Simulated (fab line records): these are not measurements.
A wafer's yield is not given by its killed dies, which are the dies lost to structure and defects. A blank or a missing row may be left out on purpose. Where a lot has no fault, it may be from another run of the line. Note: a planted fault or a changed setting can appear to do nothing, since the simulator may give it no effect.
Which tool did it? ; flow n5 finfet ; 24 lots, 72 wafers sampled, at 6 steps of a route of 1938

== WHAT THE GAUGES READ, wafer by wafer ==
N5_BEOL_M12_INSPECT_12: inspects for defects (macro). Usual: raw defect count 2.2, standard deviation 1.5.
lot;measured;on;raw defect count;flag
L074;day 10 09:46;defect inspect-02;2 2 1;
L075;day 10 15:14;defect inspect-01;2 4 4;
L077;day 11 02:51;defect inspect-01;2 4 4;
L076;day 11 03:11;defect inspect-01;1 2 1;
L078;day 11 06:46;defect inspect-02;0 5 4;
L079;day 11 12:57;defect inspect-02;4 2 2;
L080;day 11 18:19;defect inspect-02;2 2 1;
L082;day 12 07:13;defect inspect-01;4 0 1;
L083;day 12 12:00;defect inspect-01;3 3 0;
L081;day 12 14:36;defect inspect-02;6 2 2;
L084;day 12 22:01;defect inspect-02;2 2 0;
L086;day 12 22:35;defect inspect-02;5 2 2;
L085;day 13 14:14;defect inspect-01;1 3 2;
L087;day 13 15:06;defect inspect-01;2 0 1;
L088;day 13 18:19;defect inspect-02;2 0 1;
L089;day 13 20:59;defect inspect-02;2 2 1;
L090;day 14 15:16;defect inspect-01;3 4 1;
L091;day 14 21:13;defect inspect-02;3 1 1;
L092;day 15 01:53;defect inspect-02;3 3 2;
L093;day 15 06:52;defect inspect-02;0 1 1;
L094;day 15 14:41;defect inspect-02;3 3 4;
L095;day 15 15:16;defect inspect-02;3 4 3;
L097;day 16 03:08;defect inspect-02;3 6 1;
L096;day 16 06:55;defect inspect-01;3 4 0;

N5_BEOL_M12_CD_MEAS_17 targets a cd of 140 nm. Usual: cd nm 139.2 nm, standard deviation 1.7.
lot;measured;on;cd nm (nm);flag
L074;day 10 10:31;cd sem-01;138.7 138.0 140.4;
L075;day 10 15:46;cd sem-03;139.6 139.9 137.2;
L077;day 11 03:31;cd sem-01;139.9 141.1 141.1;
L076;day 11 03:45;cd sem-03;138.8 138.9 138.5;
L078;day 11 07:29;cd sem-03;140.6 140.1 138.5;
L079;day 11 13:40;cd sem-02;141.6 140.0 142.1;
L080;day 11 18:56;cd sem-03;139.3 138.5 140.2;
L082;day 12 08:02;cd sem-01;138.7 138.1 140.9;
L083;day 12 12:32;cd sem-01;139.7 140.1 138.8;
L081;day 12 15:08;cd sem-02;137.4 139.3 139.0;
L084;day 12 22:52;cd sem-03;139.3 136.8 138.9;
L086;day 12 23:43;cd sem-03;138.7 139.2 140.7;
L085;day 13 14:46;cd sem-01;140.3 142.6 144.5;
L087;day 13 15:39;cd sem-02;138.8 139.6 140.0;
L088;day 13 18:50;cd sem-02;137.5 141.2 137.1;
L089;day 13 21:35;cd sem-03;136.8 139.2 136.4;
L090;day 14 16:01;cd sem-03;140.2 137.6 140.0;
L091;day 14 21:46;cd sem-02;136.2 135.0 136.7;
L092;day 15 02:38;cd sem-03;140.4 138.1 138.8;
L093;day 15 07:25;cd sem-03;138.7 136.9 136.9;
L094;day 15 15:13;cd sem-02;141.8 143.0 138.3;
L095;day 15 16:04;cd sem-02;141.4 139.4 143.1;
L097;day 16 03:40;cd sem-01;138.3 139.5 137.6;
L096;day 16 07:36;cd sem-02;139.1 137.5 137.2;

N5_BEOL_M13_OVL_MEAS_11. Usual: for V12_OVL the level is 0 nm and the standard deviation is 6.3.
lot;measured;on;V12_OVL (nm);flag
L074;day 10 15:49;overlay-02;5 5 14;
L075;day 10 19:47;overlay-02;-3 11 -1;
L077;day 11 07:20;overlay-02;-1 1 -1;
L076;day 11 09:04;overlay-02;4 -5 10;
L078;day 11 10:37;overlay-02;-12 0 -7;
L079;day 12 00:28;overlay-02;5 -3 -3;
L080;day 12 00:49;overlay-01;6 5 9;
L082;day 12 14:43;overlay-02;2 -10 4;
L083;day 12 15:55;overlay-01;-9 1 -9;
L081;day 12 19:47;overlay-01;5 0 -11;
L084;day 13 06:01;overlay-01;-9 2 9;
L086;day 13 08:04;overlay-01;-7 0 -6;
L085;day 13 19:08;overlay-01;-8 1 1;
L087;day 13 19:25;overlay-01;5 -8 8;
L088;day 13 23:23;overlay-01;10 9 7;
L089;day 14 02:23;overlay-01;-1 -2 -3;
L090;day 14 21:16;overlay-01;11 0 11;
L091;day 15 01:13;overlay-01;-7 1 -2;
L092;day 15 07:27;overlay-01;5 -3 -6;
L093;day 15 13:42;overlay-01;10 5 -4;
L094;day 15 19:17;overlay-01;1 9 -2;
L095;day 15 19:57;overlay-01;0 6 -1;
L097;day 16 09:38;overlay-02;0 5 12;
L096;day 16 18:02;overlay-02;-3 6 -3;

== WHAT TOOL EACH LOT RAN ON (gives the tool, then ch and the chambers of the sampled wafers, and finally the start) ==
lot;N5_BEOL_M11_CURE_72;N5_BEOL_M11_ANNEAL_51;N5_BEOL_M12_SPUTTER_43
L074;uv cure-03 ch 2, day 10 07:01;rtp anneal-01 ch 0, day 10 08:16;pvd sputter-03, day 10 13:52
L075;uv cure-03 ch 2, day 10 10:13;rtp anneal-01 ch 0, day 10 13:34;pvd sputter-01, day 10 17:56
L077;uv cure-03 ch 1, day 10 22:44;rtp anneal-02 ch 0, day 11 01:26;pvd sputter-02, day 11 05:31
L076;uv cure-03 ch 1, day 10 23:05;rtp anneal-01 ch 0, day 11 01:55;pvd sputter-01, day 11 07:20
L078;uv cure-03 ch 1, day 11 04:18;rtp anneal-02 ch 0, day 11 05:31;pvd sputter-02, day 11 08:54
L079;uv cure-03 ch 0, day 11 10:32;rtp anneal-01 ch 0, day 11 11:39;pvd sputter-02, day 11 22:17
L080;uv cure-02 ch 0, day 11 13:55;rtp anneal-02 ch 0, day 11 16:54;pvd sputter-01, day 11 22:39
L082;uv cure-02 ch 1, day 12 03:38;rtp anneal-01 ch 0, day 12 05:59;pvd sputter-03, day 12 11:12
L083;uv cure-02 ch 0, day 12 07:57;rtp anneal-01 ch 0, day 12 10:47;pvd sputter-02, day 12 14:03
L081;uv cure-01 ch 1, day 12 08:16;rtp anneal-01 ch 0, day 12 11:32;pvd sputter-03, day 12 17:58
L084;uv cure-03 ch 1, day 12 18:53;rtp anneal-01 ch 0, day 12 20:46;pvd sputter-03, day 13 03:32
L086;uv cure-01 ch 0, day 12 19:49;rtp anneal-01 ch 0, day 12 21:06;pvd sputter-03, day 13 06:22
L085;uv cure-03 ch 1, day 13 11:15;rtp anneal-02 ch 0, day 13 12:49;pvd sputter-02, day 13 17:11
L087;uv cure-03 ch 0, day 13 11:58;rtp anneal-02 ch 0, day 13 13:50;pvd sputter-02, day 13 17:35
L088;uv cure-03 ch 1, day 13 15:35;rtp anneal-01 ch 0, day 13 16:52;pvd sputter-01, day 13 21:43
L089;uv cure-03 ch 0, day 13 17:26;rtp anneal-01 ch 0, day 13 19:46;pvd sputter-01, day 14 00:32
L090;uv cure-01 ch 2, day 14 10:26;rtp anneal-01 ch 0, day 14 13:59;pvd sputter-02, day 14 19:20
L091;uv cure-02 ch 0, day 14 18:23;rtp anneal-02 ch 0, day 14 19:49;pvd sputter-01, day 14 23:32
L092;uv cure-03 ch 0, day 14 22:32;rtp anneal-02 ch 0, day 15 00:37;pvd sputter-02, day 15 05:37
L093;uv cure-03 ch 2, day 15 02:49;rtp anneal-02 ch 0, day 15 05:32;pvd sputter-01, day 15 11:54
L094;uv cure-02 ch 2, day 15 09:50;rtp anneal-01 ch 0, day 15 13:32;pvd sputter-02, day 15 17:22
L095;uv cure-03 ch 0, day 15 12:22;rtp anneal-02 ch 0, day 15 14:01;pvd sputter-01, day 15 17:37
L097;uv cure-01 ch 0, day 15 23:50;rtp anneal-02 ch 0, day 16 01:53;pvd sputter-03, day 16 07:46
L096;uv cure-02 ch 2, day 16 02:19;rtp anneal-02 ch 0, day 16 05:39;pvd sputter-01, day 16 16:13
- N5_BEOL_M11_CURE_72: cures SiCOH lowk, time 120 s.
- N5_BEOL_M11_ANNEAL_51: time 90 s.
- N5_BEOL_M12_SPUTTER_43: material TaN, target thk 15 nm, time 24.19 s.

== WHAT THE TOOLS THEMSELVES READ (means of the sampled wafers that have a number; where no wafer has one, the mark that the record gives instead) ==
N5_BEOL_M11_CURE_72. Usual: lamp power pct 52.31 %, standard deviation 0.055; wafer_temp_C_max 371.8, standard deviation 0.59.
lot;tool;lamp power pct (%);wafer_temp_C_max;flag
L074;uv cure-03;52.34;372.2;
L075;uv cure-03;52.29;371.4;
L077;uv cure-03;52.33;371.2;
L076;uv cure-03;52.25;371.3;
L078;uv cure-03;52.35;371.1;
L079;uv cure-03;52.34;371.6;
L080;uv cure-02;52.31;371.8;
L082;uv cure-02;52.34;372.5;
L083;uv cure-02;52.33;372.3;
L081;uv cure-01;52.34;372.7;
L084;uv cure-03;52.32;371.3;
L086;uv cure-01;52.36;373.2;
L085;uv cure-03;52.27;371.2;
L087;uv cure-03;52.32;372.0;
L088;uv cure-03;52.32;370.9;
L089;uv cure-03;52.27;371.6;
L090;uv cure-01;52.32;371.3;
L091;uv cure-02;52.32;371.9;
L092;uv cure-03;52.29;371.9;
L093;uv cure-03;52.27;371.8;
L094;uv cure-02;52.32;372.4;
L095;uv cure-03;52.29;371.5;
L097;uv cure-01;52.27;372.7;
L096;uv cure-02;52.30;372.3;

N5_BEOL_M11_ANNEAL_51. Usual: anneal temp c max 225.9, standard deviation 0.32; wafer_temp_C_max 226.3, standard deviation 0.56.
lot;tool;anneal temp c max;wafer_temp_C_max;flag
L074;rtp anneal-01;226.0;226.5;
L075;rtp anneal-01;226.3;226.6;
L077;rtp anneal-02;226.0;225.8;
L076;rtp anneal-01;226.1;227.0;
L078;rtp anneal-02;225.9;225.6;
L079;rtp anneal-01;226.1;226.9;
L080;rtp anneal-02;225.5;225.8;
L082;rtp anneal-01;226.3;226.6;
L083;rtp anneal-01;225.9;226.4;
L081;rtp anneal-01;226.2;227.0;
L084;rtp anneal-01;226.1;226.7;
L086;rtp anneal-01;226.0;226.9;
L085;rtp anneal-02;225.7;225.8;
L087;rtp anneal-02;225.7;225.7;
L088;rtp anneal-01;226.2;226.5;
L089;rtp anneal-01;225.9;227.0;
L090;rtp anneal-01;226.3;226.9;
L091;rtp anneal-02;225.6;225.9;
L092;rtp anneal-02;225.6;225.6;
L093;rtp anneal-02;225.6;225.6;
L094;rtp anneal-01;226.2;226.7;
L095;rtp anneal-02;225.4;225.8;
L097;rtp anneal-02;225.6;225.5;
L096;rtp anneal-02;225.9;225.7;

N5_BEOL_M12_SPUTTER_43. Usual: throttle valve pct 29.8 %, standard deviation 1.
lot;tool;throttle valve pct (%);flag
L074;pvd sputter-03;30.1;
L075;pvd sputter-01;30.9;
L077;pvd sputter-02;30.0;
L076;pvd sputter-01;28.8;
L078;pvd sputter-02;30.5;
L079;pvd sputter-02;29.0;
L080;pvd sputter-01;29.9;
L082;pvd sputter-03;30.4;
L083;pvd sputter-02;29.7;
L081;pvd sputter-03;29.9;
L084;pvd sputter-03;29.9;
L086;pvd sputter-03;30.0;
L085;pvd sputter-02;29.6;
L087;pvd sputter-02;29.0;
L088;pvd sputter-01;29.2;
L089;pvd sputter-01;30.2;
L090;pvd sputter-02;29.6;
L091;pvd sputter-01;29.6;
L092;pvd sputter-02;29.9;
L093;pvd sputter-01;29.5;
L094;pvd sputter-02;30.3;
L095;pvd sputter-01;30.7;
L097;pvd sputter-03;30.0;
L096;pvd sputter-01;30.4;

== THE ANSWER, worked out from the rows above alone ==
Rule: a lot counts as off when the mean over its wafers that have a number is more than 3 standard deviations away from the usual mean. A lot without any number at a reading at which 4 lots or more have one is off too. All remaining lots with rows at the step are treated as sound. First the gauges in route order, then the tools' own readings, where a lot's mean is used as printed above. At the first step where some lot is off, the reading lying furthest off is the one used; lots without a number count as furthest.
None of the lots is off at any reading shown; this tells nothing.

== WHAT THE SIMULATOR PUT IN ==
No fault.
